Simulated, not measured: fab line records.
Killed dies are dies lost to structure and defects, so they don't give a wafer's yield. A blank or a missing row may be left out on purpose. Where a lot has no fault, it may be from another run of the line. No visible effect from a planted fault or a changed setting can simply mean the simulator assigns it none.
Split-lot experiment + flow n5Finfet + 39 wafers read from 7 lots, route of 1938 steps

ABOUT THE SPLIT
At N5_PMOS_HMC_CHANNEL_EPI_ETCH_38 (etches SiO2 in CF4, target depth 1.5 nm), the setting targetDepthA was moved away from the recipe's 15 angstrom on 12 of the 39 wafers read, by -57.1% to +53.5%. All remaining wafers had this setting at the recipe value.

The split's own step is where the reading is taken.

THE READING
etch.depthNm (the simulator's own value, which no gauge read), in nm, at N5_PMOS_HMC_CHANNEL_EPI_ETCH_38 (etches SiO2 in CF4, target depth 1.5 nm). The file gives no usual value for it. Here, 27 wafers ran the recipe; their average is 1.4831 nm with a standard deviation of 0.031 nm.

| wafer  | tool, chamber at the split | targetDepthA as run, angstrom | against the recipe | etch.depthNm, nm | against lot-mates on the recipe |
|--------|----------------------------|-------------------------------|--------------------|------------------|---------------------------------|
| L075.1 | rieSi-02, 0                | 15                            | recipe             | 1.507            | -                               |
| L075.2 | rieSi-02, 3                | 8.428                         | -43.8%             | 0.8518           | -0.6219                         |
| L075.3 | rieSi-02, 2                | 15                            | recipe             | 1.447            | -                               |
| L075.4 | rieSi-02, 1                | 8.428                         | -43.8%             | 0.8252           | -0.6485                         |
| L075.5 | rieSi-02, 0                | 8.428                         | -43.8%             | 0.8434           | -0.6303                         |
| L075.6 | rieSi-02, 1                | 15                            | recipe             | 1.467            | -                               |
| L079.1 | rieSi-05, 0                | 23.02                         | +53.5%             | 2.269            | +0.7783                         |
| L079.2 | rieSi-05, 3                | 15                            | recipe             | 1.539            | -                               |
| L079.3 | rieSi-05, 1                | 15                            | recipe             | 1.459            | -                               |
| L079.4 | rieSi-05, 2                | 23.02                         | +53.5%             | 2.211            | +0.7203                         |
| L079.5 | rieSi-05, 3                | 23.02                         | +53.5%             | 2.361            | +0.8703                         |
| L079.6 | rieSi-05, 0                | 15                            | recipe             | 1.474            | -                               |
| L083.1 | rieSi-02, 0                | 21.52                         | +43.5%             | 2.18             | +0.6763                         |
| L083.2 | rieSi-02, 3                | 15                            | recipe             | 1.523            | -                               |
| L083.3 | rieSi-02, 1                | 15                            | recipe             | 1.463            | -                               |
| L083.4 | rieSi-02, 2                | 21.52                         | +43.5%             | 2.075            | +0.5713                         |
| L083.5 | rieSi-02, 0                | 21.52                         | +43.5%             | 2.166            | +0.6623                         |
| L083.6 | rieSi-02, 3                | 15                            | recipe             | 1.525            | -                               |
| L087.1 | rieSi-03, 0                | 15                            | recipe             | 1.51             | -                               |
| L087.2 | rieSi-03, 1                | 15                            | recipe             | 1.49             | -                               |
| L087.6 | rieSi-03, 2                | 15                            | recipe             | 1.447            | -                               |
| L089.1 | rieSi-02, 1                | 15                            | recipe             | 1.472            | -                               |
| L089.2 | rieSi-02, 0                | 15                            | recipe             | 1.51             | -                               |
| L089.3 | rieSi-02, 2                | 15                            | recipe             | 1.446            | -                               |
| L089.4 | rieSi-02, 3                | 15                            | recipe             | 1.528            | -                               |
| L089.5 | rieSi-02, 3                | 15                            | recipe             | 1.532            | -                               |
| L089.6 | rieSi-02, 0                | 15                            | recipe             | 1.503            | -                               |
| L096.1 | rieSi-02, 2                | 6.439                         | -57.1%             | 0.6238           | -0.8399                         |
| L096.2 | rieSi-02, 3                | 6.439                         | -57.1%             | 0.6507           | -0.8130                         |
| L096.3 | rieSi-02, 1                | 15                            | recipe             | 1.458            | -                               |
| L096.4 | rieSi-02, 0                | 15                            | recipe             | 1.496            | -                               |
| L096.5 | rieSi-02, 2                | 15                            | recipe             | 1.437            | -                               |
| L096.6 | rieSi-02, 3                | 6.439                         | -57.1%             | 0.6497           | -0.8140                         |
| L097.1 | rieSi-02, 0                | 15                            | recipe             | 1.482            | -                               |
| L097.2 | rieSi-02, 3                | 15                            | recipe             | 1.505            | -                               |
| L097.3 | rieSi-02, 1                | 15                            | recipe             | 1.448            | -                               |
| L097.4 | rieSi-02, 2                | 15                            | recipe             | 1.44             | -                               |
| L097.5 | rieSi-02, 0                | 15                            | recipe             | 1.491            | -                               |
| L097.6 | rieSi-02, 1                | 15                            | recipe             | 1.445            | -                               |

FIT RESULTS
A straight line over all 39 wafers: etch.depthNm changes by +0.0149 nm for each +1% of targetDepthA; r = +1.00; the points scatter about the line by 0.035 nm.
The same after taking each lot's own level away (the mean of its wafers on the recipe; 39 wafers): +0.0146 nm for each +1%; r = +1.00; scatter 0.033 nm.
According to that fit, moving targetDepthA by its largest amount changes the reading by 0.83 nm.
From 1.46367 to 1.50367 nm: that is the span of the lots' own levels, equal to 1.3 times the standard deviation above.
Hence the lot-to-lot level has little effect on the slope; both slopes agree.
Check: -0.828 nm against its lot-mates is what the line predicts for one of the wafers moved furthest among these (-57.1%) when that wafer is left out of the fit. It came out at -0.84 nm against them.

FILE'S OWN FIT
etch.depthNm changes by +0.0146 nm for each +1% of targetDepthA, r = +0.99.
